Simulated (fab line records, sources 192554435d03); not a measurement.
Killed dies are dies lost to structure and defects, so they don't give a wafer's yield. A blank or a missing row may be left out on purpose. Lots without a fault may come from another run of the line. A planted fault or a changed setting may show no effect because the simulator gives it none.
A struck lot beside a sound one | flow n5_finfet | 43 steps out of a route of 1938
Sound: wafers L821.1, L821.3, L821.4. Struck: wafers L810.2, L810.3, L810.4. The cause comes at the end.
At each step with rows: each side's tool, then ch and its chambers, then its first start. Under that, the readings that differ: sound wafers | struck wafers | difference of the means | sigmas: that difference in standard deviations of wafers without a fault.
alike: readings whose means differ by less than 2 such deviations, and words and numbers that are the same on both sides. not compared: withheld readings, readings that some wafer has no value for, bounds like >300 that may hide the same value, and numbers for which the record gives no deviation and whose values overlap.
The two part at a step that has a row with sigmas, a row that says differs or no value, or rows on one side only. Numbers that don't overlap but have no deviation are shown without sigmas and don't part them. A reading that every wafer of one side lacks parts them only if that side has two wafers or more.

first, 11 steps without rows for these wafers: N5_BEOL_M1_DESCUM_33 (chemistry O2, time 7 s); N5_BEOL_M1_ETCH_77 (etches underlayer in N2/H2, target depth 6.5 nm, time 5.2 s); N5_BEOL_M1_ETCH_69 (etches SiARC in CF4, target depth 15.6 nm, time 26 s); N5_BEOL_M1_ALD_98 (deposits SiO2, target thk 2.5 nm, pulse time 1 s, co reactant pulse time 1 s); N5_BEOL_M1_ETCHBACK_99 (etches SiO2 in CHF3, target depth 5 nm, time 10.4 s); N5_BEOL_M1_ETCH_70 (etches SOC in N2/H2, target depth 80 nm, overetch 16 nm, time 120 s); N5_BEOL_M1_STRIP_71 (strips in N2/H2); N5_BEOL_M1_STRIP_78 (strips in N2/H2); N5_BEOL_M1_VIA_ETCH_34 (etches the open film in C4F6/O2, target depth 67.8 nm, time 64.4 s); N5_BEOL_M1_STRIP_83 (strips in C4F6/O2); N5_BEOL_M1_STRIP_36 (strips in N2/H2).
N5_BEOL_M1_TRENCH_ETCH_37: etches SiOC in C4F6/O2, target depth 55.207 nm, time 29 s.
  sound on rie_diel-04 ch 0,1,3, day 10 01:23; struck on rie_diel-04 ch 0,2,3, day 7 04:38
  no value came back on the struck wafers for any of 9 readings (C4F6_flow_sccm (sccm), O2_flow_sccm (sccm) and others); on the sound wafers C4F6_flow_sccm (sccm) reads 10.024 10.006 10.001
  reading                                    | sound        | struck         | difference | sigmas
  model.TiN_of_BEOL_M1_HM_DEP_02.thk_nm (nm) | 17.4 18 17.6 | 19.8 19.4 20.2 | +2.1       |
then, 2 steps without rows for these wafers: N5_BEOL_M1_ETCH_41 (etches SiCN in CH3F/O2, target depth 31.9 nm, time 57.8 s); N5_BEOL_M1_STRIP_97 (strips in N2/H2, time 10 s).
N5_BEOL_M1_OCD_MEAS_38:
  sound on ocd-01, day 10 01:32; struck on ocd-01, day 7 04:47
  reading              | sound          | struck  | difference | sigmas
  trench_depth_nm (nm) | 56.6 55.6 55.0 | 0 0.3 0 | -56        | -46
then, 25 steps without rows for these wafers: N5_BEOL_M1_HM_STRIP_39 (strips TiN in peroxide tin strip, target depth 25 nm, time 158 s); N5_BEOL_M1_SRD_40 (time 30 s); N5_BEOL_M1_PRECLEAN_42 (cleans in residue remover, time 60 s); N5_BEOL_M1_SRD_43 (time 30 s); N5_BEOL_M1_DEGAS_44 (time 60 s); N5_BEOL_M1_PRE_CLEAN_45 (time 30 s); N5_BEOL_M1_ALD_84 (deposits TaN, pulse time 2 s, purge time 3 s, co reactant purge time 2 s); N5_BEOL_M1_SURFACE_TREAT_85; N5_BEOL_M1_CVD_47 (deposits Co from CCTBA/H2, target thk 3 nm, time 223.8 s); N5_BEOL_M1_SPUTTER_48 (material Cu, target thk 4.5 nm, time 8.29 s); N5_BEOL_M1_ANNEAL_49 (time 240 s); N5_BEOL_M1_SPUTTER_79 (material Cu, target thk 4.5 nm, time 8.29 s); N5_BEOL_M1_ANNEAL_80 (time 240 s); N5_BEOL_M1_SPUTTER_81 (material Cu, target thk 4.5 nm, time 8.29 s); N5_BEOL_M1_ANNEAL_82 (time 240 s); N5_BEOL_M1_SPUTTER_86 (material Cu, target thk 4.5 nm, time 8.29 s); N5_BEOL_M1_ANNEAL_87 (time 240 s); N5_BEOL_M1_SPUTTER_88 (material Cu, target thk 4.5 nm, time 8.29 s); N5_BEOL_M1_ANNEAL_89 (time 240 s); N5_BEOL_M1_SPUTTER_90 (material Cu, target thk 4.5 nm, time 8.29 s); N5_BEOL_M1_ANNEAL_91 (time 240 s); N5_BEOL_M1_SPUTTER_92 (material Cu, target thk 4.5 nm, time 8.29 s); N5_BEOL_M1_ANNEAL_93 (time 240 s); N5_BEOL_M1_SPUTTER_94 (material Cu, target thk 4.5 nm, time 8.29 s); N5_BEOL_M1_ANNEAL_95 (time 240 s).
N5_BEOL_M1_CMP_52: polishes, stops on SiOC, t overpolish 6.8 s, target thk 40 nm.
  sound on cmp-02 ch 0,1,3, day 10 04:59; struck on cmp-02 ch 0,2,3, day 7 08:29
  reading                                | sound          | struck  | difference | sigmas
  model.Cu_of_BEOL_M1_ECD_50.thk_nm (nm) | 41.4 37.8 37.8 | 1.6 0 0 | -38.5      |
  alike: motor_current_A
N5_BEOL_M4_RC_MEAS_101:
  the record has rows for the sound wafers here (prober-01 ch 0, day 11 17:55) and none for the struck ones
-- the record jumps here: 6 days lie between the struck wafers' starts before and after (it left off in module BEOL_M4 and takes up again in module PASSIVATION, whose first step shown is number 1936 of the route) --
N5_PASSIVATION_PROBE_49:
  the record has rows for the struck wafers here (prober-01, day 12 22:04) and none for the sound ones

WHERE THEY PART
First at N5_BEOL_M1_TRENCH_ETCH_37; last, within this record, at N5_PASSIVATION_PROBE_49.

WHY: what the simulator had put in
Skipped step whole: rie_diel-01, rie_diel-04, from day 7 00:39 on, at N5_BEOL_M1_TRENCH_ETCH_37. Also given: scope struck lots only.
